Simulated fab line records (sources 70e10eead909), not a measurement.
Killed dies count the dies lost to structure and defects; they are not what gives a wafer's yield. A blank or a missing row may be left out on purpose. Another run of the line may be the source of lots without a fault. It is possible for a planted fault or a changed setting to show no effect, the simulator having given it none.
fab line records	flow nandHarc
[record] lots = 24	wafers = 72	lastDay = 33
route steps=1302 shown A_CONTACT@1049 A_BLC@1124
lots with no fault: from the same line, run without faults
startH: hours from the record's first day to the start of the lot's first wafer shown	waitH: how many hours have passed since the lot's step before this one	" repeats the value in the row above	L1.1+2: one row covering several wafers at once	- no value, or no start given	* or withheld: withheld	< > ~ a bound
route shown NAME@n: a module of which the file shows steps, and the number in the route of the first	usual: mean and standard deviation over wafers with no fault	same: alike in all rows	chamber/n: place in a boat	sites: each site's reading	_std_site: the values' standard deviation	_edge_site: outer sites' mean less inner sites'	radiusMm: for every site, how far away it sits from the centre of the wafer	mask NAME#n: copy n	behind: the last tool/chamber to shape the wafer	hold: what put the lot on hold/how long, in hours/how the hold closed	device: which transistor (n, p or np) failed to switch	end of line: tests of these same wafers at the route's end	a step with no rows: only its recipe	killed: count of dies lost to structure and defects at first sort (not the wafer's yield)	map: the dies of a wafer, with x for killed, . for not killed, _ for no die there
set.NAME: the setting as run; set.NAME@STEP: as run at that earlier step	model.NAME: the simulator's own value behind a step, which no gauge read
a sample of lots followed through the steps of the route, with each step as a table and each wafer as a row
services: when a tool's chamber went out of use (startH, in hours from the record's first day, below 0 if earlier), for how many hours, and the reason
[[steps]]
[step NHARC_A_CONTACT_ETCH_126]
[recipe] sourceW = withheld	pressureMtorr = 20	biasV = 3000	timeS = 197	targetDepthA = 19180	arFlowSccm = withheld	c4f8FlowSccm = withheld	o2FlowSccm = withheld	chemistry = C4F8/O2/Ar
lot.wafer	tool	chamber	startH	waitH	rfHoursCounterH
L074.2	harCapEtch-02	1	518.03	0.1	87
L074.3	"	1	"	"	-
L074.4	"	0	"	"	-
L076.1	harCapEtch-03	1	519.17	0.1	44
L076.6	"	1	"	"	-
L076.5	"	0	"	"	-
L075.2	harCapEtch-02	1	525.53	0.1	89
L075.3	"	0	"	"	-
L075.5	"	0	"	"	-
L078.2	harCapEtch-02	1	562.05	0.1	95
L078.4	"	1	"	"	-
L078.5	"	1	"	"	-
L079.2	harCapEtch-01	0	570.15	0.1	10
L079.4	"	1	"	"	-
L079.5	"	0	"	"	-
L077.1	harCapEtch-02	1	571.94	0.1	96
L077.5	"	0	"	"	-
L077.6	"	1	"	"	-
L080.4	harCapEtch-01	1	573.06	0.1	-
L080.3	"	0	"	"	-
L080.6	"	0	"	"	-
L081.4	harCapEtch-03	0	582.13	0.2	-
L081.6	"	0	"	"	-
L081.5	"	1	"	"	-
L082.1	harCapEtch-02	0	590.90	0.1	101
L082.4	"	1	"	"	-
L082.5	"	1	"	"	-
L084.2	harCapEtch-02	0	606.00	0.2	104
L084.3	"	0	"	"	-
L084.4	"	1	"	"	-
L083.1	harCapEtch-01	1	609.06	0.2	22
L083.2	"	0	"	"	22
L083.6	"	0	"	"	-
L085.1	harCapEtch-03	0	616.33	0.2	62
L085.4	"	1	"	"	-
L085.5	"	1	"	"	-
L086.1	harCapEtch-01	0	617.03	0.2	24
L086.2	"	1	"	"	24
L086.5	"	1	"	"	-
L087.1	harCapEtch-03	0	635.57	0.1	66
L087.2	"	1	"	"	66
L087.3	"	0	"	"	-
L090.1	harCapEtch-03	0	647.54	0.2	68
L090.3	"	0	"	"	-
L090.4	"	1	"	"	-
L088.1	harCapEtch-02	0	652.52	0.1	113
L088.3	"	1	"	"	-
L088.4	"	0	"	"	-
L089.2	harCapEtch-01	0	659.81	0.1	31
L089.1	"	1	"	"	31
L089.3	"	0	"	"	-
L092.2	harCapEtch-01	1	692.68	0.1	36
L092.1	"	0	"	"	36
L092.4	"	0	"	"	-
L091.1	harCapEtch-02	0	699.19	0.1	119
L091.3	"	1	"	"	-
L091.5	"	1	"	"	-
L093.1	harCapEtch-03	0	702.51	0.1	77
L093.3	"	1	"	"	-
L093.5	"	0	"	"	-
L094.1	harCapEtch-02	0	711.54	0.1	122
L094.4	"	1	"	"	-
L094.5	"	1	"	"	-
L095.1	harCapEtch-03	1	711.71	0.1	79
L095.4	"	1	"	"	-
L095.3	"	0	"	"	-
L097.1	harCapEtch-03	1	723.80	0.1	83
L097.5	"	1	"	"	-
L097.6	"	0	"	"	-
L096.1	harCapEtch-01	1	726.01	0.1	45
L096.2	"	0	"	"	45
L096.3	"	1	"	"	-
[step NHARC_A_CONTACT_ETCH_132]
[recipe] sourceW = withheld	pressureMtorr = 20	biasV = 3000	timeS = 197	targetDepthA = 19240	arFlowSccm = withheld	c4f8FlowSccm = withheld	o2FlowSccm = withheld	chemistry = C4F8/O2/Ar
lot.wafer	tool	chamber	startH	waitH	rfHoursCounterH
L074.2	harCapEtch-02	1	519.09	0.1	88
L074.3	"	1	"	"	-
L074.4	"	0	"	"	-
L076.1	harCapEtch-03	1	520.23	0.1	45
L076.6	"	1	"	"	-
L076.5	"	0	"	"	-
L075.2	harCapEtch-02	1	526.59	0.1	90
L075.3	"	0	"	"	-
L075.5	"	0	"	"	-
L078.2	harCapEtch-02	1	563.12	0.1	96
L078.4	"	1	"	"	-
L078.5	"	1	"	"	-
L079.2	harCapEtch-01	0	571.21	0.1	11
L079.4	"	1	"	"	-
L079.5	"	0	"	"	-
L077.1	harCapEtch-02	1	573.00	0.1	97
L077.5	"	0	"	"	-
L077.6	"	1	"	"	-
L080.4	harCapEtch-01	1	574.13	0.1	-
L080.3	"	0	"	"	-
L080.6	"	0	"	"	-
L081.4	harCapEtch-03	0	583.54	0.2	-
L081.6	"	0	"	"	-
L081.5	"	1	"	"	-
L082.1	harCapEtch-02	0	591.96	0.1	102
L082.4	"	1	"	"	-
L082.5	"	1	"	"	-
L084.2	harCapEtch-02	0	607.41	0.2	105
L084.3	"	0	"	"	-
L084.4	"	1	"	"	-
L083.1	harCapEtch-01	1	610.47	0.2	23
L083.2	"	0	"	"	23
L083.6	"	0	"	"	-
L085.1	harCapEtch-03	0	617.76	0.2	63
L085.4	"	1	"	"	-
L085.5	"	1	"	"	-
L086.1	harCapEtch-01	0	618.45	0.2	25
L086.2	"	1	"	"	25
L086.5	"	1	"	"	-
L087.1	harCapEtch-03	0	636.62	0.1	67
L087.2	"	1	"	"	67
L087.3	"	0	"	"	-
L090.1	harCapEtch-03	0	648.95	0.2	69
L090.3	"	0	"	"	-
L090.4	"	1	"	"	-
L088.1	harCapEtch-02	0	653.58	0.1	114
L088.3	"	1	"	"	-
L088.4	"	0	"	"	-
L089.2	harCapEtch-01	0	660.87	0.1	32
L089.1	"	1	"	"	32
L089.3	"	0	"	"	-
L092.2	harCapEtch-01	1	693.74	0.1	37
L092.1	"	0	"	"	37
L092.4	"	0	"	"	-
L091.1	harCapEtch-02	0	700.26	0.1	120
L091.3	"	1	"	"	-
L091.5	"	1	"	"	-
L093.1	harCapEtch-03	0	703.56	0.1	78
L093.3	"	1	"	"	-
L093.5	"	0	"	"	-
L094.1	harCapEtch-02	0	712.61	0.1	123
L094.4	"	1	"	"	-
L094.5	"	1	"	"	-
L095.1	harCapEtch-03	1	712.77	0.2	79
L095.4	"	1	"	"	-
L095.3	"	0	"	"	-
L097.1	harCapEtch-03	1	724.86	0.1	84
L097.5	"	1	"	"	-
L097.6	"	0	"	"	-
L096.1	harCapEtch-01	1	727.07	0.1	46
L096.2	"	0	"	"	46
L096.3	"	1	"	"	-
[step NHARC_A_CONTACT_ETCH_30]
[recipe] targetDepthA = 726	timeS = 36.3	cf4FlowSccm = 100	chf3FlowSccm = 30	arFlowSccm = 0	rfW = 500	biasW = 200	chemistry = CF4/CHF3
[usual] drypumpMotorCurrentA = 5.5/0.36	oesProductAu = 0.941/0.024	rfVppV = 370.5/2.8	showerheadPlenumPTorr = 1.57/0.083	throttleValvePct = 16.803/0.0087
lot.wafer	tool	chamber	startH	waitH	drypumpMotorCurrentA	oesProductAu	rfHoursCounterH	rfVppV	showerheadPlenumPTorr	throttleValvePct
L074.3	rieDiel-03	2	-	-	5.4	0.955	10	366.9	1.46	16.801
L074.4	"	3	"	"	5.4	0.986	9	373.0	1.66	16.790
L074.2	"	1	"	"	4.9	0.969	10	369.9	1.59	16.813
L076.1	rieDiel-09	0	-	-	5.3	0.948	5	369.4	1.57	16.795
L076.5	"	1	"	"	5.5	0.952	-	372.6	1.63	16.818
L076.6	"	2	"	"	5.5	0.994	-	369.7	1.59	16.794
L075.2	rieDiel-03	3	-	-	5.4	0.994	10	372.4	1.66	16.819
L075.3	"	2	"	"	5.4	0.961	11	367.5	1.46	16.791
L075.5	"	0	"	"	5.7	0.977	-	367.9	1.47	16.783
L078.4	rieDiel-03	1	-	-	5.0	0.916	17	370.4	1.58	16.811
L078.2	"	3	"	"	5.4	0.939	15	373.1	1.66	16.797
L078.5	"	1	"	"	5.0	0.919	-	371.0	1.58	16.815
L079.4	rieDiel-03	2	-	-	5.4	0.918	17	367.4	1.46	16.802
L079.2	"	3	"	"	5.5	0.943	16	373.1	1.66	16.813
L079.5	"	0	"	"	5.7	0.918	-	368.1	1.47	16.797
L077.1	rieDiel-03	2	-	-	5.4	0.961	19	366.7	1.46	16.807
L077.6	"	2	"	"	5.4	0.962	-	366.3	1.46	16.818
L077.5	"	3	"	"	5.4	0.986	-	373.0	1.65	16.804
L080.3	rieDiel-09	1	-	-	5.6	0.926	27	372.2	1.63	16.795
L080.4	"	3	"	"	6.6	0.958	26	371.5	1.62	16.792
L080.6	"	2	"	"	5.5	0.975	-	372.4	1.59	16.823
L081.4	rieDiel-03	0	-	-	5.7	0.913	21	368.2	1.47	16.809
L081.6	"	1	"	"	5.0	0.907	-	372.6	1.58	16.788
L081.5	"	2	"	"	5.4	0.918	-	368.2	1.46	16.814
L082.4	rieDiel-09	1	-	-	5.5	0.920	32	373.5	1.62	16.797
L082.1	"	2	"	"	5.5	0.939	31	372.0	1.58	16.809
L082.5	"	1	"	"	5.5	0.907	-	371.9	1.62	16.807
L084.4	rieDiel-03	0	-	-	5.7	0.920	26	367.6	1.47	16.790
L084.2	"	1	"	"	5.0	0.911	26	372.2	1.58	16.808
L084.3	"	2	"	"	5.4	0.926	25	367.0	1.46	16.808
L083.1	rieDiel-03	2	-	-	5.4	0.933	26	369.4	1.46	16.805
L083.2	"	1	"	"	4.9	0.916	27	370.0	1.58	16.808
L083.6	"	3	"	"	5.4	0.929	-	373.8	1.65	16.803
L085.1	rieDiel-03	0	-	-	5.7	0.915	30	368.1	1.47	16.809
L085.4	"	2	"	"	5.4	0.933	27	366.8	1.45	16.796
L085.5	"	1	"	"	5.0	0.907	-	371.5	1.58	16.792
L086.1	rieDiel-03	2	-	-	5.4	0.987	27	368.0	1.45	16.803
L086.2	"	3	"	"	5.4	0.983	29	374.2	1.65	16.804
L086.5	"	2	"	"	5.4	0.981	-	366.6	1.46	16.806
L087.1	rieDiel-09	1	-	-	5.6	0.904	45	372.0	1.62	16.802
L087.2	"	3	"	"	6.7	0.946	47	373.8	1.61	16.808
L087.3	"	0	"	"	5.3	0.923	43	369.2	1.56	16.792
L090.1	rieDiel-03	3	-	-	5.4	0.962	2	372.5	1.65	16.807
L090.4	"	0	"	"	5.7	0.980	2	367.7	1.47	16.799
L090.3	"	1	"	"	5.0	0.978	2	371.3	1.58	16.798
L088.3	rieDiel-02	1	-	-	6.0	0.975	28	368.0	1.47	16.797
L088.4	"	2	"	"	4.8	0.943	26	369.7	1.52	16.798
L088.1	"	3	"	"	6.1	0.961	26	368.0	1.48	16.792
L089.1	rieDiel-03	0	-	-	5.7	0.935	4	366.6	1.47	16.807
L089.3	"	1	"	"	5.0	0.918	4	369.5	1.58	16.797
L089.2	"	2	"	"	5.4	0.929	4	375.4	1.70	16.795
L092.2	rieDiel-03	2	-	-	5.4	0.922	10	375.5	1.70	16.805
L092.4	"	3	"	"	5.4	0.930	10	373.2	1.65	16.791
L092.1	"	0	"	"	5.7	0.924	8	366.0	1.47	16.820
L091.1	rieDiel-03	2	-	-	5.4	0.936	11	374.8	1.70	16.797
L091.3	"	1	"	"	4.9	0.939	9	371.2	1.58	16.824
L091.5	"	2	"	"	5.4	0.930	-	375.6	1.70	16.816
L093.3	rieDiel-02	0	-	-	5.5	0.917	39	374.0	1.69	16.802
L093.1	"	1	"	"	6.0	0.925	47	366.2	1.47	16.797
L093.5	"	3	"	"	6.0	0.934	-	368.7	1.48	16.805
L094.1	rieDiel-03	3	-	-	5.4	0.929	15	372.3	1.65	16.822
L094.4	"	0	"	"	5.8	0.929	13	367.8	1.47	16.802
L094.5	"	2	"	"	5.4	0.934	-	373.6	1.70	16.815
L095.4	rieDiel-02	2	-	-	4.7	0.940	48	370.1	1.52	16.802
L095.1	"	3	"	"	6.0	0.981	48	366.4	1.48	16.804
L095.3	"	1	"	"	6.0	0.948	49	367.1	1.47	16.798
L097.1	rieDiel-03	3	-	-	5.5	0.938	17	373.0	1.65	16.797
L097.5	"	2	"	"	5.4	0.928	-	374.8	1.70	16.808
L097.6	"	3	"	"	5.4	0.943	-	373.5	1.65	16.806
L096.3	rieDiel-03	1	-	-	5.0	0.923	14	370.3	1.58	16.795
L096.2	"	2	"	"	5.4	0.925	17	374.6	1.70	16.813
L096.1	"	0	"	"	5.7	0.926	16	366.1	1.46	16.813
[step NHARC_A_CONTACT_ETCH_137]
[recipe] sourceW = withheld	pressureMtorr = 20	biasV = 1200	timeS = 311	targetDepthA = 19120	arFlowSccm = withheld	c4f8FlowSccm = withheld	o2FlowSccm = withheld	chemistry = C4F8/O2/Ar
lot.wafer	tool	chamber	startH	waitH	rfHoursCounterH
L074.2	harCapEtch-03	1	527.16	0.2	46
L074.3	"	0	"	"	-
L074.4	"	1	"	"	-
L076.1	harCapEtch-01	0	527.56	0.3	5
L076.6	"	1	"	"	-
L076.5	"	0	"	"	-
L075.2	harCapEtch-03	1	533.34	0.2	47
L075.3	"	1	"	"	-
L075.5	"	0	"	"	-
L078.2	harCapEtch-03	1	575.54	0.2	53
L078.4	"	1	"	"	-
L078.5	"	0	"	"	-
L079.2	harCapEtch-02	1	579.26	0.2	98
L079.4	"	0	"	"	-
L079.5	"	1	"	"	-
L077.1	harCapEtch-02	1	584.26	0.2	100
L077.5	"	0	"	"	-
L077.6	"	1	"	"	-
L080.3	harCapEtch-01	0	584.71	0.2	-
L080.4	"	1	"	"	-
L080.6	"	0	"	"	-
L081.4	harCapEtch-03	1	591.06	0.4	-
L081.6	"	1	"	"	-
L081.5	"	0	"	"	-
L082.1	harCapEtch-02	0	600.19	0.2	103
L082.4	"	1	"	"	-
L082.5	"	1	"	"	-
L084.2	harCapEtch-02	1	614.35	0.2	106
L084.4	"	0	"	"	-
L084.3	"	1	"	"	-
L083.2	harCapEtch-02	1	618.47	0.2	107
L083.1	"	0	"	"	107
L083.6	"	1	"	"	-
L085.1	harCapEtch-02	0	624.71	0.2	109
L085.4	"	1	"	"	-
L085.5	"	0	"	"	-
L086.2	harCapEtch-01	0	626.40	0.2	26
L086.1	"	1	"	"	26
L086.5	"	1	"	"	-
L087.2	harCapEtch-02	0	645.61	0.2	112
L087.1	"	1	"	"	112
L087.3	"	1	"	"	-
L090.1	harCapEtch-03	0	656.43	0.4	70
L090.4	"	0	"	"	-
L090.3	"	1	"	"	-
L088.1	harCapEtch-02	0	661.60	0.2	115
L088.3	"	1	"	"	-
L088.4	"	0	"	"	-
L089.1	harCapEtch-03	1	667.67	0.3	71
L089.2	"	0	"	"	71
L089.3	"	1	"	"	-
L092.1	harCapEtch-02	0	702.31	0.2	121
L092.2	"	1	"	"	121
L092.4	"	0	"	"	-
L091.1	harCapEtch-01	0	708.47	0.2	40
L091.3	"	1	"	"	-
L091.5	"	0	"	"	-
L093.1	harCapEtch-02	0	715.20	0.2	124
L093.3	"	0	"	"	-
L093.5	"	0	"	"	-
L094.1	harCapEtch-01	1	719.62	0.2	44
L094.4	"	1	"	"	-
L094.5	"	1	"	"	-
L095.1	harCapEtch-02	1	720.47	0.2	125
L095.4	"	1	"	"	-
L095.3	"	0	"	"	-
L097.1	harCapEtch-02	1	731.93	0.2	127
L097.5	"	1	"	"	-
L097.6	"	0	"	"	-
L096.1	harCapEtch-03	1	733.86	0.2	85
L096.2	"	0	"	"	85
L096.3	"	0	"	"	-
[step NHARC_A_CONTACT_ALD_18]
[recipe] targetThkA = 30	pulseTimeS = 1	aldCycles = 150	tempC = 450	material = TiN
[usual] heaterPowerW = 1087/140	precursorPulseHeightRel = 0.999/0.02
lot.wafer	tool	chamber	startH	waitH	heaterPowerW	precursorPulseHeightRel
L074.2	aldMetal-03	2	529.38	-	1182	0.999
L074.4	"	3	"	"	1153	1.013
L074.3	"	1	"	"	1272	0.971
L076.1	aldMetal-02	0	530.21	-	984	1.014
L076.5	"	2	"	"	944	1.021
L076.6	"	3	"	"	1335	0.957
L075.2	aldMetal-02	0	535.60	-	980	0.990
L075.3	"	3	"	"	1388	0.993
L075.5	"	1	"	"	932	1.005
L078.4	aldMetal-01	3	577.88	-	1031	0.986
L078.2	"	0	"	"	1015	1.018
L078.5	"	2	"	"	1182	0.987
L079.4	aldMetal-02	1	582.23	-	907	0.992
L079.2	"	3	"	"	1415	1.013
L079.5	"	0	"	"	993	1.000
L077.1	aldMetal-02	0	586.56	-	983	0.982
L077.5	"	2	"	"	927	1.035
L077.6	"	3	"	"	1376	1.008
L080.4	aldMetal-01	3	587.00	-	1010	0.989
L080.3	"	0	"	"	985	1.022
L080.6	"	2	"	"	1192	1.043
L081.4	aldMetal-03	0	593.78	-	1181	1.001
L081.5	"	0	"	"	1189	1.039
L081.6	"	1	"	"	1223	1.001
L082.1	aldMetal-02	0	602.77	-	999	1.015
L082.4	"	2	"	"	912	0.996
L082.5	"	1	"	"	937	1.009
L084.4	aldMetal-03	0	616.64	-	1192	1.001
L084.3	"	2	"	"	1044	0.983
L084.2	"	3	"	"	1157	0.981
L083.2	aldMetal-01	0	620.76	-	1022	0.977
L083.1	"	1	"	"	1132	0.980
L083.6	"	2	"	"	1182	0.996
L085.1	aldMetal-02	0	626.97	-	983	1.023
L085.5	"	1	"	"	906	0.988
L085.4	"	2	"	"	864	1.026
L086.2	aldMetal-01	0	628.66	-	984	1.027
L086.1	"	2	"	"	1175	0.980
L086.5	"	1	"	"	1172	1.001
L087.3	aldMetal-03	2	647.90	-	1045	0.997
L087.1	"	3	"	"	1170	1.027
L087.2	"	0	"	"	1173	0.963
L090.3	aldMetal-02	3	659.32	-	1357	0.982
L090.1	"	0	"	"	1029	1.006
L090.4	"	1	"	"	902	1.010
L088.3	aldMetal-03	1	663.86	-	1197	0.980
L088.1	"	3	"	"	1162	0.946
L088.4	"	0	"	"	1145	1.028
L089.2	aldMetal-01	3	670.24	-	1031	1.009
L089.1	"	0	"	"	1005	0.977
L089.3	"	2	"	"	1190	0.995
L092.1	aldMetal-03	1	704.57	-	1245	1.017
L092.2	"	2	"	"	1039	0.991
L092.4	"	3	"	"	1207	0.984
L091.1	aldMetal-02	1	711.44	-	923	0.986
L091.3	"	0	"	"	998	1.000
L091.5	"	2	"	"	869	0.993
L093.1	aldMetal-01	3	717.59	-	1024	1.020
L093.3	"	0	"	"	1019	0.994
L093.5	"	2	"	"	1166	0.982
L094.1	aldMetal-01	1	721.90	-	1137	1.008
L094.4	"	2	"	"	1137	1.016
L094.5	"	1	"	"	1142	0.999
L095.3	aldMetal-02	2	722.75	-	881	0.936
L095.4	"	3	"	"	1424	0.999
L095.1	"	0	"	"	994	0.975
L097.1	aldMetal-03	1	734.21	-	1222	0.994
L097.5	"	0	"	"	1197	0.993
L097.6	"	1	"	"	1185	0.988
L096.3	aldMetal-01	2	736.12	-	1126	0.981
L096.2	"	3	"	"	1011	0.995
L096.1	"	0	"	"	1026	1.006
[step NHARC_A_BLC_CD_MEAS_19]
[usual] cdNm = 100.1/2.9
lot.wafer	tool	chamber	startH	waitH	cdNm
L074.2	cdSem-02	-	532.53	-	102.8
L074.3	"	-	"	"	98.6
L074.4	"	-	"	"	94.1
L076.1	cdSem-01	-	533.35	-	96.0
L076.5	"	-	"	"	97.9
L076.6	"	-	"	"	100.5
L075.2	cdSem-03	-	538.63	-	99.6
L075.3	"	-	"	"	95.5
L075.5	"	-	"	"	99.6
L078.2	cdSem-02	-	581.22	-	98.2
L078.4	"	-	"	"	100.2
L078.5	"	-	"	"	101.4
L079.2	cdSem-02	-	585.56	-	97.7
L079.4	"	-	"	"	98.2
L079.5	"	-	"	"	103.9
L077.1	cdSem-03	-	589.67	-	103.7
L077.5	"	-	"	"	100.8
L077.6	"	-	"	"	101.7
L080.3	cdSem-02	-	590.19	-	100.3
L080.4	"	-	"	"	98.1
L080.6	"	-	"	"	98.9
L081.4	cdSem-02	-	596.96	-	99.9
L081.5	"	-	"	"	101.6
L081.6	"	-	"	"	96.4
L082.1	cdSem-02	-	605.94	-	100.5
L082.4	"	-	"	"	98.0
L082.5	"	-	"	"	99.9
L084.2	cdSem-03	-	619.68	-	104.6
L084.3	"	-	"	"	103.9
L084.4	"	-	"	"	105.2
L083.1	cdSem-03	-	623.87	-	99.7
L083.2	"	-	"	"	101.5
L083.6	"	-	"	"	103.3
L085.1	cdSem-01	-	630.20	-	101.6
L085.4	"	-	"	"	100.4
L085.5	"	-	"	"	97.2
L086.1	cdSem-01	-	631.79	-	96.9
L086.2	"	-	"	"	100.3
L086.5	"	-	"	"	94.9
L087.1	cdSem-03	-	650.89	-	100.6
L087.2	"	-	"	"	103.3
L087.3	"	-	"	"	102.8
L090.1	cdSem-01	-	662.66	-	102.1
L090.3	"	-	"	"	96.1
L090.4	"	-	"	"	98.6
L088.1	cdSem-03	-	667.12	-	100.8
L088.3	"	-	"	"	99.8
L088.4	"	-	"	"	102.3
L089.1	cdSem-03	-	673.26	-	100.0
L089.2	"	-	"	"	100.0
L089.3	"	-	"	"	100.8
L092.1	cdSem-02	-	707.72	-	100.3
L092.2	"	-	"	"	98.5
L092.4	"	-	"	"	102.5
L091.1	cdSem-02	-	714.45	-	96.2
L091.3	"	-	"	"	101.7
L091.5	"	-	"	"	99.2
L093.1	cdSem-03	-	720.71	-	104.5
L093.3	"	-	"	"	99.0
L093.5	"	-	"	"	93.2
L094.1	cdSem-03	-	725.02	-	95.7
L094.4	"	-	"	"	98.6
L094.5	"	-	"	"	99.1
L095.1	cdSem-03	-	726.02	-	99.4
L095.3	"	-	"	"	98.2
L095.4	"	-	"	"	101.5
L097.1	cdSem-02	-	737.35	-	97.1
L097.5	"	-	"	"	98.2
L097.6	"	-	"	"	98.7
L096.1	cdSem-03	-	739.28	-	97.3
L096.2	"	-	"	"	106.8
L096.3	"	-	"	"	101.2
[[services]]
tool	chamber	startH	hours	kind
aldMetal-03	3	497.08	6.3	repair
rieDiel-09	-	497.19	9.0	pm
harCapEtch-01	-	497.62	17.0	pm
aldMetal-01	-	503.55	1.2	repair
rieDiel-03	3	504.63	9.6	repair
harCapEtch-02	-	514.05	0.4	repair
aldMetal-01	-	519.11	0.6	repair
aldMetal-01	-	526.00	10.0	pm
rieDiel-02	1	529.22	12.6	repair
aldMetal-03	-	568.00	10.0	pm
rieDiel-02	-	571.09	9.0	pm
aldMetal-03	-	585.25	1.9	repair
aldMetal-01	0	587.41	4.5	repair
rieDiel-02	0	590.84	10.3	repair
rieDiel-03	2	606.07	3.8	repair
aldMetal-03	-	608.84	5.7	repair
aldMetal-02	-	610.00	10.0	pm
rieDiel-03	-	635.33	9.0	pm
aldMetal-02	0	639.41	14.5	repair
rieDiel-09	-	674.19	9.0	pm
aldMetal-03	1	676.02	3.1	repair
rieDiel-09	3	691.61	5.4	repair
aldMetal-01	-	704.00	10.0	pm
rieDiel-03	1	722.97	7.2	repair
[[key]]
fault none
